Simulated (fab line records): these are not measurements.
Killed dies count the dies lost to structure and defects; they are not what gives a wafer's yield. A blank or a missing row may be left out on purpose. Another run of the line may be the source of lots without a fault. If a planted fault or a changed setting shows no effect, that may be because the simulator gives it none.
fab line records	flow n5-finfet
[record] lots = 7	wafers = 21
route steps=1938 shown BEOL_M12@1649 BEOL_M14@1716 BEOL_M15@1800 MIM_BOT_ETCH@1867 PASS1_CAP@1873 TV_LITHO@1875 TV_OPEN@1887 PASSIVATION@1929
start-h: start of the lot's first displayed wafer, in hours after the record's first day	wait-h: hours from the lot's prior step to this one	" repeats the value in the row above	L1.1+2: a row that stands for several wafers	- no value present, or no start provided	* or withheld: withheld	< > ~ a bound
route shown NAME@n: names a module that has steps shown in the file, with the first one's number in the route	usual: average and standard deviation across the fault-free wafers	same: alike in all rows	chamber/n: place in a boat	sites: each site's reading	_std_site: how widely they spread, as a standard deviation	_edge_site: mean of outer sites minus mean of inner sites	radius-mm: how far each site lies from the wafer's centre	mask NAME#n: copy n	behind: the last tool/chamber to shape the wafer	hold: reason for holding the lot/hours on hold/outcome of the hold	device: which transistor (n, p or np) failed to switch	end of line: tests of these same wafers at the route's end	where a step has no rows: the recipe by itself	killed: dies lost to structure and defects at the first sort, not the wafer's yield	map: shows each die of a wafer: x if killed, . if not, _ if none is there
set.NAME: the setting the step ran with; set.NAME@STEP: the setting that earlier step ran with	model.NAME: the simulator's own value behind a step, which no gauge read
lots run with intentionally changed settings; tables by step, rows by wafer
[[steps]]
[step N5_BEOL_M12_SPUTTER_44]
[recipe] material = Ta	target-thk-a = 100	temp-c = 50	bias-v = 80	power-w = 15000	chamber-pressure-pa = 0.07	time-s = 16.13
lot.wafer	tool	chamber	start-h	wait-h	set.time-s	model.Ta_of_BEOL_M12_SPUTTER_44.thk-nm
L074.2+3+5	pvd-sputter-03	-	274.40	0.0	16.13	9.8
L081.3+4	pvd-sputter-02	-	341.06	0.0	17.45	10.6
L081.5	"	-	"	"	16.13	9.8
L084.1+4+6	pvd-sputter-03	-	350.45	0.0	16.13	9.8
L092.1	pvd-sputter-03	-	363.21	0.0	16.13	10
L092.3	"	-	"	"	14.1	8.6
L092.4	"	-	"	"	14.1	8.8
L088.2+5+6	pvd-sputter-03	-	380.30	0.0	16.13	10
L089.2+5	pvd-sputter-03	-	386.05	0.0	14.97	9.2
L089.6	"	-	"	"	16.13	10
L093.1	pvd-sputter-03	-	400.33	0.0	14.33	9
L093.5	"	-	"	"	16.13	9.8
L093.6	"	-	"	"	16.13	10
[step N5_BEOL_M12_SPUTTER_45]
[recipe] material = Cu	target-thk-a = 800	temp-c = -20	bias-v = 60	power-w = 26000	chamber-pressure-pa = 0.13	time-s = 13.33
[step N5_BEOL_M12_ECD_47]
[recipe] material = Cu	target-thk-a = 7200
[step N5_BEOL_M12_ANNEAL_48]
[recipe] temp-c = 225	time-s = 90	ambient = N2
[step N5_BEOL_M12_CMP_49]
[recipe] stop-on = SiOC	t-overpolish-s = 20.6	down-force-psi = 1	platen-rpm = 50	clearing-platen-down-force-psi = 1.5	clearing-platen-rpm = 50	post-cmp-clean = cu-alkaline	target-thk-nm = 320	clearing-platen-pad-velocity-m-s = 0.99484	pad-velocity-m-s = 0.99484
lot.wafer	tool	chamber	start-h	wait-h	set.time-s@BEOL_M12_TRENCH_ETCH_34	model.Cu_of_BEOL_M12_ECD_47.thk-nm
L074.2	cmp-03	0	275.11	0.3	125.5	323.6
L074.3	"	3	"	"	125.5	316
L074.5	"	0	"	"	125.5	312.8
L081.4	cmp-03	2	341.77	0.2	125.5	325.8
L081.3	"	3	"	"	117.1	299.4
L081.5	"	1	"	"	117.1	305
L084.4	cmp-03	1	351.23	0.2	125.5	323.8
L084.1	"	2	"	"	125.5	326.2
L084.6	"	2	"	"	125.5	326
L092.1+3	cmp-02	1,0	363.87	0.3	101.9	261.8
L092.4	"	2	"	"	101.9	254.6
L088.2	cmp-02	0	381.58	0.3	150.5	376.8
L088.5	"	2	"	"	125.5	319.8
L088.6	"	3	"	"	125.5	314.6
L089.2	cmp-02	3	386.99	0.3	125.5	321.4
L089.5	"	0	"	"	125.5	324.6
L089.6	"	1	"	"	125.5	327.4
L093.1	cmp-02	1	401.11	0.3	125.5	325.2
L093.5	"	0	"	"	125.5	321.8
L093.6	"	1	"	"	114.3	298
[step N5_BEOL_M12_PRE_CLEAN_52]
[recipe] gas = NH3	time-s = 15	temp-c = withheld	rf-power-w = 300
[step N5_BEOL_M12_DEP_53]
[recipe] material = SiCN	target-thk-a = 300	temp-c = withheld	precursor = 3MS/NH3	pressure-torr = 3	rf-w = 675	time-s = 10.5
[step N5_BEOL_M12_RS_MEAS_54]
[recipe] thk-meas-gauge = four-point-probe	reads = Cu_of_BEOL_M12_ECD_47+Ta_of_BEOL_M12_SPUTTER_44+TaN_of_BEOL_M12_SPUTTER_43
[usual] M12_RS = 0.0601/0.0009
lot.wafer	tool	chamber	start-h	wait-h	set.time-s@BEOL_M12_TRENCH_ETCH_34	M12_RS[ohm/sq]
L074.2	film-metro-02	-	275.53	0.0	125.5	0.0594
L074.3	"	-	"	"	125.5	0.0608
L074.5	"	-	"	"	125.5	0.0615
L081.3	film-metro-02	-	342.12	0.0	117.1	0.0643
L081.4	"	-	"	"	125.5	0.0588
L081.5	"	-	"	"	117.1	0.0631
L084.1	film-metro-02	-	351.65	0.0	125.5	0.0589
L084.4	"	-	"	"	125.5	0.0592
L084.6	"	-	"	"	125.5	0.0587
L092.1	film-metro-02	-	364.29	0.0	101.9	0.0740
L092.3	"	-	"	"	101.9	0.0741
L092.4	"	-	"	"	101.9	0.0763
L088.2	film-metro-01	-	381.93	0.0	150.5	0.0506
L088.5	"	-	"	"	125.5	0.0601
L088.6	"	-	"	"	125.5	0.0612
L089.2	film-metro-02	-	387.31	0.0	125.5	0.0597
L089.5	"	-	"	"	125.5	0.0591
L089.6	"	-	"	"	125.5	0.0585
L093.1	film-metro-02	-	401.52	0.0	125.5	0.0590
L093.5	"	-	"	"	125.5	0.0597
L093.6	"	-	"	"	114.3	0.0646
[step N5_BEOL_M14_ILD_DEP_00]
[recipe] material = SiO2	target-thk-a = 11193	temp-c = 400	precursor = TEOS/O2	pressure-torr = 6.5	rf-w = 900	teos-flow-sccm = 161.4	gas = O2	flow-sccm = 2650	time-s = 237.4
lot.wafer	tool	chamber	start-h	wait-h	set.time-s	model.SiO2_of_BEOL_M14_ILD_DEP_00.thk-nm
L074.2	pecvd-02	1	280.24	0.0	237.4	1121
L074.3	"	0	"	"	237.4	1094
L074.5	"	1	"	"	237.4	1120
L081.3	pecvd-03	1	348.71	0.0	237.4	1097
L081.4	"	2	"	"	237.4	1132
L081.5	"	1	"	"	237.4	1109
L084.1	pecvd-01	0	359.08	0.0	237.4	1111
L084.4	"	0	"	"	237.4	1130
L084.6	"	2	"	"	224.5	1068
L092.1	pecvd-03	0	373.92	0.0	237.4	1098
L092.3	"	2	"	"	237.4	1113
L092.4	"	0	"	"	237.4	1118
L088.2	pecvd-03	2	386.32	0.0	237.4	1121
L088.5	"	2	"	"	268.4	1277
L088.6	"	1	"	"	237.4	1099
L089.2	pecvd-01	0	395.87	0.0	237.4	1110
L089.5	"	0	"	"	257.6	1221
L089.6	"	1	"	"	237.4	1106
L093.1	pecvd-03	1	407.26	0.0	237.4	1099
L093.5	"	2	"	"	252.5	1211
L093.6	"	1	"	"	237.4	1111
[step N5_BEOL_M14_THK_MEAS_01]
[recipe] reads = SiO2_of_BEOL_M14_ILD_DEP_00
[usual] M14_ILD_THK = 1110/15
lot.wafer	tool	chamber	start-h	wait-h	set.time-s@BEOL_M14_ILD_DEP_00	M14_ILD_THK[nm]
L074.2	film-metro-02	-	280.43	0.1	237.4	1121
L074.3	"	-	"	"	237.4	1094
L074.5	"	-	"	"	237.4	1121
L081.3	film-metro-01	-	348.90	0.1	237.4	1098
L081.4	"	-	"	"	237.4	1132
L081.5	"	-	"	"	237.4	1109
L084.1	film-metro-01	-	359.28	0.1	237.4	1110
L084.4	"	-	"	"	237.4	1130
L084.6	"	-	"	"	224.5	1067
L092.1	film-metro-02	-	374.11	0.1	237.4	1099
L092.3	"	-	"	"	237.4	1113
L092.4	"	-	"	"	237.4	1118
L088.2	film-metro-02	-	386.51	0.1	237.4	1120
L088.5	"	-	"	"	268.4	1278
L088.6	"	-	"	"	237.4	1100
L089.2	film-metro-01	-	396.06	0.1	237.4	1111
L089.5	"	-	"	"	257.6	1220
L089.6	"	-	"	"	237.4	1107
L093.1	film-metro-02	-	407.45	0.1	237.4	1099
L093.5	"	-	"	"	252.5	1213
L093.6	"	-	"	"	237.4	1112
[step N5_BEOL_M14_COAT_58]
[recipe] resist = BARC	temp-c = 205	time-s = 60	spin-rpm = 1500	resist-thk-nm = 89
[step N5_BEOL_M14_COAT_04]
[recipe] spin-rpm = 1704	resist-thk-nm = 800
[step N5_BEOL_M14_DESCUM_15]
[recipe] chemistry = O2	time-s = 7.9	source-power-w = 50	bias-power-w = 20	pressure-mtorr = 20	rf-frequency-hz = 2.712e+07	temp-c = 40	o2-flow-sccm = 225
[step N5_BEOL_M14_ETCH_59]
[recipe] chemistry = N2/H2	target = BARC	target-depth-a = 890	overetch-a = 267	time-s = 67.9	ion-energy-ev = 200	pressure-mtorr = 30	source-w = 840	bias-w = 150	n2-flow-sccm = 200	h2-flow-sccm = 200
[step N5_BEOL_M14_VIA_ETCH_16]
[recipe] chemistry = C4F8/O2/Ar	target = SiO2	he-inner-torr = 15	he-outer-torr = 30	target-depth-a = 12313	time-s = withheld	ion-energy-ev = 800	pressure-mtorr = 20	source-w = 1905	bias-w = 2040	Ar_flow_sccm = 400	C4F8_flow_sccm = 16	O2_flow_sccm = 12	ends = cleared
lot.wafer	tool	chamber	start-h	wait-h	set.time-s@BEOL_M14_ILD_DEP_00	model.etch.depth-nm	model.coat_of_BEOL_M14_COAT_04.thk-nm
L074.2	rie-diel-05	1	281.13	0.0	*	1121	454.2
L074.3	"	2	"	"	*	1094	458.2
L074.5	"	0	"	"	*	1120	453.4
L081.3	rie-diel-02	2	349.38	0.0	*	1097	456.8
L081.4	"	3	"	"	*	1132	447.8
L081.5	"	2	"	"	*	1109	453.2
L084.1	rie-diel-02	1	360.25	0.0	*	1111	456.6
L084.4	"	2	"	"	*	1130	450
L084.6	"	2	"	"	*	1068	465
L092.1	rie-diel-02	1	374.76	0.0	*	1098	459.2
L092.3	"	3	"	"	*	1113	452.4
L092.4	"	0	"	"	*	1118	453
L088.2	rie-diel-04	2	387.12	0.0	*	1121	452.8
L088.5	"	1	"	"	*	1277	421.6
L088.6	"	2	"	"	*	1099	456.2
L089.2	rie-diel-02	0	396.55	0.0	*	1110	456.2
L089.5	"	3	"	"	*	1221	432.6
L089.6	"	0	"	"	*	1106	459.2
L093.1	rie-diel-05	1	408.07	0.0	*	1099	460
L093.5	"	1	"	"	*	1211	436
L093.6	"	2	"	"	*	1111	457.2
[step N5_BEOL_M15_EXPOSE_25]
[recipe] mask-id = M15	na = 0.8	source-shape = annular	sigma-inner = 0.5	sigma-outer = 0.8	polarization = unpolarized	target-cd-nm = 400	dose-mj = 35.5
lot.wafer	tool	chamber	start-h	wait-h	mask	set.dose-mj
L074.2+3+5	krf-scanner-01	0	291.80	-	M15#0	35.5
L081.3+4+5	krf-scanner-02	0	355.53	-	M15#0	35.5
L084.1	krf-scanner-02	0	375.01	-	M15#0	33.8
L084.4+6	"	0	"	"	M15#0	35.5
L092.1+3	krf-scanner-02	0	384.90	-	M15#0	37.91
L092.4	"	0	"	"	M15#0	35.5
L088.2+5+6	krf-scanner-01	0	393.88	-	M15#0	35.5
L089.2	krf-scanner-01	0	404.54	-	M15#0	34.19
L089.5+6	"	0	"	"	M15#0	35.5
L093.1+5+6	krf-scanner-01	0	416.13	-	M15#0	35.5
[step N5_BEOL_M15_PEB_26]
[recipe] peb-temp-c = 130	peb-time-s = 90
[step N5_BEOL_M15_DEVELOP_27]
[recipe] develop-time-s = 45	rinse-liquid = diw	dry = air-spin	dev-temp-c = 21
[step N5_BEOL_M15_HARDBAKE_32]
[recipe] temp-c = 130	time-s = 120
[step N5_BEOL_M15_CD_MEAS_28]
[recipe] target-cd-nm = 407.6	landing-energy-ev = 500	detector = se-inlens
[usual] cd-nm = 408.8/1.3
lot.wafer	tool	chamber	start-h	wait-h	set.dose-mj@BEOL_M15_EXPOSE_25	cd-nm
L074.2	cd-sem-03	0	291.97	-	35.5	408.3
L074.3	"	0	"	"	35.5	407.5
L074.5	"	0	"	"	35.5	408.8
L081.3	cd-sem-02	0	355.69	-	35.5	410.4
L081.4	"	0	"	"	35.5	410.0
L081.5	"	0	"	"	35.5	409.6
L084.1	cd-sem-02	0	375.18	-	33.8	400.9
L084.4	"	0	"	"	35.5	409.0
L084.6	"	0	"	"	35.5	408.1
L092.1	cd-sem-02	0	385.07	-	37.91	419.8
L092.3	"	0	"	"	37.91	419.1
L092.4	"	0	"	"	35.5	410.1
L088.2	cd-sem-03	0	394.05	-	35.5	408.8
L088.5	"	0	"	"	35.5	408.0
L088.6	"	0	"	"	35.5	408.1
L089.2	cd-sem-02	0	404.71	-	34.19	403.1
L089.5	"	0	"	"	35.5	408.8
L089.6	"	0	"	"	35.5	411.8
L093.1	cd-sem-02	0	416.30	-	35.5	410.9
L093.5	"	0	"	"	35.5	409.6
L093.6	"	0	"	"	35.5	408.4
[step N5_BEOL_M15_DESCUM_33]
[recipe] chemistry = O2	time-s = 7.9	source-power-w = 50	bias-power-w = 20	pressure-mtorr = 20	rf-frequency-hz = 2.712e+07	temp-c = 40	o2-flow-sccm = 225
lot.wafer	tool	chamber	start-h	wait-h	set.dose-mj@BEOL_M15_EXPOSE_25	model.BEOL_M15.cd-nm
L074.2	rie-diel-03	3	292.25	0.2	35.5	408
L074.3	"	0	"	"	35.5	407.6
L074.5	"	0	"	"	35.5	408.6
L081.3	rie-diel-03	2	355.77	0.0	35.5	409.8
L081.4	"	0	"	"	35.5	410
L081.5	"	2	"	"	35.5	409.6
L084.1	rie-diel-06	3	375.27	0.0	33.8	400.8
L084.4	"	1	"	"	35.5	409
L084.6	"	0	"	"	35.5	408.2
L092.1	rie-diel-06	2	385.18	0.1	37.91	419.8
L092.3	"	1	"	"	37.91	419.4
L092.4	"	3	"	"	35.5	410.6
L088.2	rie-diel-03	1	394.13	0.0	35.5	408.6
L088.5	"	2	"	"	35.5	407.8
L088.6	"	1	"	"	35.5	408.2
L089.2	rie-diel-06	3	404.80	0.0	34.19	403.4
L089.5	"	3	"	"	35.5	408.8
L089.6	"	0	"	"	35.5	411.6
L093.1	rie-diel-06	3	416.39	0.0	35.5	410.4
L093.5	"	0	"	"	35.5	409.2
L093.6	"	3	"	"	35.5	408.2
[step N5_BEOL_M15_ETCH_61]
[recipe] chemistry = N2/H2	target = BARC	target-depth-a = 890	overetch-a = 267	time-s = 67.9	ion-energy-ev = 200	pressure-mtorr = 30	source-w = 840	bias-w = 150	n2-flow-sccm = 200	h2-flow-sccm = 200
lot.wafer	tool	chamber	start-h	wait-h	set.dose-mj@BEOL_M15_EXPOSE_25	model.BEOL_M15.cd-nm
L074.2	rie-diel-03	3	292.29	0.0	35.5	400.2
L074.3	"	0	"	"	35.5	399.2
L074.5	"	0	"	"	35.5	400.6
L081.3	rie-diel-03	2	355.81	0.0	35.5	402.2
L081.4	"	0	"	"	35.5	402.4
L081.5	"	2	"	"	35.5	400.8
L084.1	rie-diel-06	3	375.31	0.0	33.8	392.4
L084.4	"	1	"	"	35.5	400.8
L084.6	"	0	"	"	35.5	401
L092.1	rie-diel-06	2	385.22	0.0	37.91	412.2
L092.3	"	1	"	"	37.91	411.6
L092.4	"	3	"	"	35.5	402.6
L088.2	rie-diel-03	1	394.17	0.0	35.5	401
L088.5	"	2	"	"	35.5	399.6
L088.6	"	1	"	"	35.5	400.2
L089.2	rie-diel-06	3	404.83	0.0	34.19	395.4
L089.5	"	3	"	"	35.5	401.8
L089.6	"	0	"	"	35.5	404.4
L093.1	rie-diel-06	3	416.43	0.0	35.5	402.6
L093.5	"	0	"	"	35.5	401.6
L093.6	"	3	"	"	35.5	399
[step N5_MIM_BOT_ETCH_ETCH_03]
[recipe] chemistry = Cl2/BCl3	target-depth-a = 120	pressure-mtorr = 8	icp-w = 800	bias-w = 100	Cl2_flow_sccm = 20	bcl3-flow-sccm = 80
lot.wafer	tool	chamber	start-h	wait-h	set.bias-w	model.etch.depth-nm
L074.2+3	rie-metal-02	0	298.75	0.1	100	12.05
L074.5	"	1	"	"	100	12.14
L081.3	rie-metal-02	1	365.92	0.1	100	12.24
L081.4	"	0	"	"	89.78	11.66
L081.5	"	0	"	"	100	12.09
L084.1	rie-metal-02	1	390.05	0.1	106.3	12.39
L084.4	"	1	"	"	100	12.22
L084.6	"	0	"	"	106.3	12.4
L092.1	rie-metal-02	0	398.35	0.1	100	12.09
L092.3	"	1	"	"	117.2	12.85
L092.4	"	0	"	"	117.2	12.94
L088.2	rie-metal-03	0	403.71	0.1	92.52	11.8
L088.5	"	0	"	"	100	12.05
L088.6	"	1	"	"	100	12.07
L089.2	rie-metal-02	0	411.26	0.1	100	12.21
L089.5	"	1	"	"	88.43	11.67
L089.6	"	0	"	"	88.43	11.63
L093.1	rie-metal-01	0	426.36	0.1	111.9	12.54
L093.5	"	0	"	"	100	11.95
L093.6	"	1	"	"	111.9	12.76
[step N5_PASSIVATION_PECVD_55]
[recipe] material = SiO2	target-thk-a = 4000	temp-c = 400	precursor = SiH4/N2O	pressure-torr = 2.7	rf-w = 608	time-s = 22.5
lot.wafer	tool	chamber	start-h	wait-h	set.time-s	model.SiO2_of_PASSIVATION_PECVD_55.thk-nm
L074.2	pecvd-02	0	299.51	0.0	22.5	394.8
L074.3	"	2	"	"	22.5	391.2
L074.5	"	0	"	"	22.5	398.2
L081.3	pecvd-01	2	366.62	0.0	19.34	339.8
L081.4	"	0	"	"	22.5	412.2
L081.5	"	2	"	"	19.34	350.8
L084.1+4	pecvd-03	0	390.78	0.0	22.5	392.4
L084.6	"	1	"	"	22.5	404.6
L092.1	pecvd-02	0	399.09	0.0	22.5	395
L092.3	"	0	"	"	22.5	400.6
L092.4	"	2	"	"	22.5	398
L088.2	pecvd-01	2	404.74	0.0	22.5	400.8
L088.5	"	1	"	"	22.5	408
L088.6	"	2	"	"	22.5	411.2
L089.2	pecvd-02	2	412.09	0.0	22.5	396.8
L089.5	"	2	"	"	22.5	398.8
L089.6	"	0	"	"	22.5	403
L093.1	pecvd-01	2	427.09	0.0	22.5	394.2
L093.5	"	0	"	"	24.36	436.2
L093.6	"	1	"	"	24.36	437.8
[step N5_PASSIVATION_PECVD_01]
[recipe] material = SiNx	target-thk-a = 2000	temp-c = 400	precursor = SiH4/NH3/N2	pressure-torr = 4.9	rf-w = 1406	time-s = 43.2
lot.wafer	tool	chamber	start-h	wait-h	set.time-s
L074.2+3+5	pecvd-02	0,2,0	299.54	0.0	43.2
L081.3+4+5	pecvd-01	2,0,2	366.66	0.0	39.19
L084.1+4+6	pecvd-03	0,0,1	390.82	0.0	43.2
L092.1+3+4	pecvd-02	0,0,2	399.14	0.0	43.2
L088.2+5+6	pecvd-01	2,1,2	404.77	0.0	43.2
L089.2+5	pecvd-02	2	412.14	0.0	46.09
L089.6	"	0	"	"	43.2
L093.1+5+6	pecvd-01	2,0,1	427.12	0.0	43.2
[step N5_PASSIVATION_HMDS_03]
[recipe] time-s = 60	temp-c = 120
[step N5_PASSIVATION_COAT_04]
[recipe] spin-rpm = *	resist-thk-nm = *
[step N5_PASSIVATION_DESCUM_12]
[recipe] chemistry = O2	time-s = 7.9	source-power-w = 50	bias-power-w = 20	pressure-mtorr = 20	rf-frequency-hz = 2.712e+07	temp-c = 40	o2-flow-sccm = 225
[step N5_PASSIVATION_PASS_ETCH_74]
[recipe] chemistry = CF4/O2	target = SiNx	target-depth-a = 2200	time-s = 110	ion-energy-ev = 100	pressure-mtorr = 40	source-w = 535	bias-w = 49	Ar_flow_sccm = 100	cf4-flow-sccm = 100	O2_flow_sccm = 10
[step N5_PASSIVATION_VIA_ETCH_13]
[recipe] chemistry = CHF3/O2	target = SiO2	target-depth-a = 6600	CHF3_flow_sccm = 50	O2_flow_sccm = 5	Ar_flow_sccm = 200	time-s = 330	mask-material = PR	pressure-mtorr = 30	source-w = 650	bias-w = 170	ion-energy-ev = 200	ends = cleared
[usual] etch-rf-on-time-s = 236/4.2
lot.wafer	tool	chamber	start-h	wait-h	set.time-s@PASSIVATION_PECVD_55	etch-rf-on-time-s
L074.2	rie-diel-06	2	300.65	0.0	22.5	234
L074.3	"	1	"	"	22.5	226
L074.5	"	2	"	"	22.5	232
L081.3	rie-diel-03	0	370.08	0.0	19.34	202
L081.4	"	3	"	"	22.5	242
L081.5	"	0	"	"	19.34	208
L084.1	rie-diel-01	1	391.61	0.0	22.5	233
L084.4	"	2	"	"	22.5	227
L084.6	"	1	"	"	22.5	237
L092.1	rie-diel-03	2	400.98	0.0	22.5	236
L092.3	"	3	"	"	22.5	240
L092.4	"	1	"	"	22.5	236
L088.2	rie-diel-06	0	405.63	0.0	22.5	230
L088.5	"	2	"	"	22.5	240
L088.6	"	1	"	"	22.5	238
L089.2	rie-diel-03	3	418.58	0.0	22.5	236
L089.5	"	1	"	"	22.5	237
L089.6	"	0	"	"	22.5	237
L093.1	rie-diel-03	3	428.46	0.0	22.5	235
L093.5	"	3	"	"	24.36	258
L093.6	"	0	"	"	24.36	258
[step N5_PASSIVATION_PASS_ETCH_47]
[recipe] chemistry = CF4/O2	target = SiNx	target-depth-a = 7700	time-s = 385	ion-energy-ev = 100	pressure-mtorr = 40	source-w = 535	bias-w = 49	Ar_flow_sccm = 100	cf4-flow-sccm = 100	O2_flow_sccm = 10
[usual] rf-vpp-V = 241.2/1.6
lot.wafer	tool	chamber	start-h	wait-h	set.source-w	rf-vpp-V	model.etch.depth-nm
L074.2	rie-diel-02	1	304.29	0.0	535	244.1	771.2
L074.3	"	3	"	"	535	241.3	778.1
L074.5	"	0	"	"	535	243.1	759.4
L081.3	rie-diel-05	0	374.01	0.0	535	240.1	760.1
L081.4	"	3	"	"	535	240.2	746.3
L081.5	"	2	"	"	449.1	262.7	668.5
L084.1	rie-diel-04	2	394.98	0.0	535	240.9	801
L084.4	"	1	"	"	535	242.4	770.4
L084.6	"	0	"	"	535	239.7	786.8
L092.1	rie-diel-05	2	404.60	0.0	590.1	227.8	871.3
L092.3	"	0	"	"	535	238.4	777.6
L092.4	"	2	"	"	535	240.4	790.8
L088.2	rie-diel-05	1	408.83	0.0	535	242.0	767.6
L088.5	"	2	"	"	535	239.2	788.6
L088.6	"	0	"	"	535	240.7	764.3
L089.2	rie-diel-05	2	421.82	0.0	463.7	260.2	696.2
L089.5	"	2	"	"	535	240.6	784.6
L089.6	"	1	"	"	463.7	260.3	682.5
L093.1	rie-diel-02	3	432.20	0.0	535	241.6	771.6
L093.5	"	1	"	"	510.6	250.4	756.8
L093.6	"	0	"	"	535	241.8	749.4
[[key]]
[split] step = N5_BEOL_M12_SPUTTER_44	setting = time-s	stated = 16.13	by = wafer
[response] step = N5_BEOL_M12_SPUTTER_44	reading = model.Ta_of_BEOL_M12_SPUTTER_44.thk-nm	change = +0.0964	per = 1%	r = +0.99
[split] step = N5_BEOL_M14_ILD_DEP_00	setting = time-s	stated = 237.4	by = wafer
[response] step = N5_BEOL_M14_ILD_DEP_00	reading = model.SiO2_of_BEOL_M14_ILD_DEP_00.thk-nm	change = +13.1	per = 1%	r = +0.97
[response] step = N5_BEOL_M14_THK_MEAS_01	reading = M14_ILD_THK	change = +13.1	per = 1%	r = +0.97
[response] step = N5_BEOL_M14_VIA_ETCH_16	reading = model.etch.depth-nm	change = +13.1	per = 1%	r = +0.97
[response] step = N5_BEOL_M14_VIA_ETCH_16	reading = model.coat_of_BEOL_M14_COAT_04.thk-nm	change = -2.72	per = 1%	r = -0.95
[split] step = N5_BEOL_M15_EXPOSE_25	setting = dose-mj	stated = 35.5	by = wafer
[response] step = N5_BEOL_M15_CD_MEAS_28	reading = cd-nm	change = +1.54	per = 1%	r = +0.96
[response] step = N5_BEOL_M15_DESCUM_33	reading = model.BEOL_M15.cd-nm	change = +1.5	per = 1%	r = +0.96
[response] step = N5_BEOL_M15_ETCH_61	reading = model.BEOL_M15.cd-nm	change = +1.6	per = 1%	r = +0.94
[split] step = N5_MIM_BOT_ETCH_ETCH_03	setting = bias-w	stated = 100	by = wafer
[response] step = N5_MIM_BOT_ETCH_ETCH_03	reading = model.etch.depth-nm	change = +0.0477	per = 1%	r = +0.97
[split] step = N5_PASSIVATION_PECVD_55	setting = time-s	stated = 22.5	by = wafer
[response] step = N5_PASSIVATION_PECVD_55	reading = model.SiO2_of_PASSIVATION_PECVD_55.thk-nm	change = +4.87	per = 1%	r = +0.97
[response] step = N5_PASSIVATION_VIA_ETCH_13	reading = etch-rf-on-time-s	change = *	per = 1%	r = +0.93
[split] step = N5_PASSIVATION_PECVD_01	setting = time-s	stated = 43.2	by = wafer
response none clear
[split] step = N5_PASSIVATION_PASS_ETCH_47	setting = source-w	stated = 535	by = wafer
[response] step = N5_PASSIVATION_PASS_ETCH_47	reading = rf-vpp-V	change = -1.39	per = 1%	r = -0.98
[response] step = N5_PASSIVATION_PASS_ETCH_47	reading = model.etch.depth-nm	change = +6.3	per = 1%	r = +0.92
split outside-this-file step=N5_BEOL_M12_TRENCH_ETCH_34 setting=time-s
// split outside-this-file: this setting was split too, and the file shows its column; the key of that split is in another file
